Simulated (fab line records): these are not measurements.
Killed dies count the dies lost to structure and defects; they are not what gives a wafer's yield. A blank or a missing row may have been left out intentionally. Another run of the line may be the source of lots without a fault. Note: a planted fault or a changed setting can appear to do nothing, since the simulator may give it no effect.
One fault through the eyes of 2 desks | flow n5-finfet | what lay behind the numbers comes last; until then each desk has only its own

## THE METROLOGY DESK
What the gauges read for every lot (on any tool): the sampled wafers with a number, averaged. A lot is out of limits, marked OUT, if its mean lies more than 4 standard deviations from the usual mean; the brackets give that distance.
Columns: A = cd-nm at N5_WELL_APT_CD_MEAS_25, usual 199.6 nm; B = HMC_CMP_THK at N5_PMOS_HMC_CHANNEL_EPI_THK_MEAS_22, usual 53.8 nm
lot  | first seen here | A     | B
L957 | day 1 15:32     | 200.0 | 52.9
L959 | day 2 03:03     | 199.4 | 53.4
L961 | day 2 14:56     | 200.1 | 55.3
L962 | day 2 21:05     | 199.7 | 54.7
L964 | day 3 09:22     | 198.5 | 54.5
L965 | day 3 16:17     | 198.9 | 54.8
L972 | day 5 09:34     | 198.7 | 54.1
L973 | day 5 14:50     | 199.7 | 54.5
L976 | day 6 08:56     | 200.1 | 53.5
L977 | day 6 15:04     | 200.7 | 54.2
L980 | day 7 09:03     | 198.0 | 53.6
This desk found nothing out of limits on any of the 11 lots.

## THE TOOL OWNER'S DESK: rie-si-04
The tool's own readings at N5_PMOS_HMC_CHANNEL_EPI_FIN_RECESS_16 (chemistry HBr/Cl2, target Si, target depth 54 nm, time 18 s): means of the sampled wafers that have a number, for each lot that ran on this tool. A lot is out of limits, marked OUT, if its mean lies more than 4 standard deviations from the usual mean; the brackets give that distance.
Columns: A = HBr_flow_sccm at N5_PMOS_HMC_CHANNEL_EPI_FIN_RECESS_16, usual 150.0 sccm; B = drypump-motor-current-A at N5_PMOS_HMC_CHANNEL_EPI_FIN_RECESS_16, usual 5.6 A; C = oes-product-au at N5_PMOS_HMC_CHANNEL_EPI_FIN_RECESS_16, usual 0.998 a.u.; D = throttle-valve-pct at N5_PMOS_HMC_CHANNEL_EPI_FIN_RECESS_16, usual 35.41 %
lot  | first seen here | A     | B   | C     | D
L957 | day 1 18:37     | 150.6 | 5.5 | 0.990 | 35.24
L959 | day 2 05:38     | 149.8 | 5.5 | 0.993 | 35.24
L961 | day 2 17:40     | 149.8 | 5.6 | 0.990 | 35.20
L964 | day 3 12:20     | 150.6 | 5.7 | 0.981 | 35.20
L965 | day 3 19:47     | 150.2 | 5.4 | 0.993 | 35.22
L976 | day 6 11:53     | 149.7 | 5.5 | 0.993 | 35.24
This desk found nothing out of limits on any of the 6 lots.

## PUT TOGETHER
Nothing out of limits was seen by the metrology desk.
The desk of the tool owner found nothing out of limits.

## WHAT HAD BEEN PUT IN BY THE SIMULATOR
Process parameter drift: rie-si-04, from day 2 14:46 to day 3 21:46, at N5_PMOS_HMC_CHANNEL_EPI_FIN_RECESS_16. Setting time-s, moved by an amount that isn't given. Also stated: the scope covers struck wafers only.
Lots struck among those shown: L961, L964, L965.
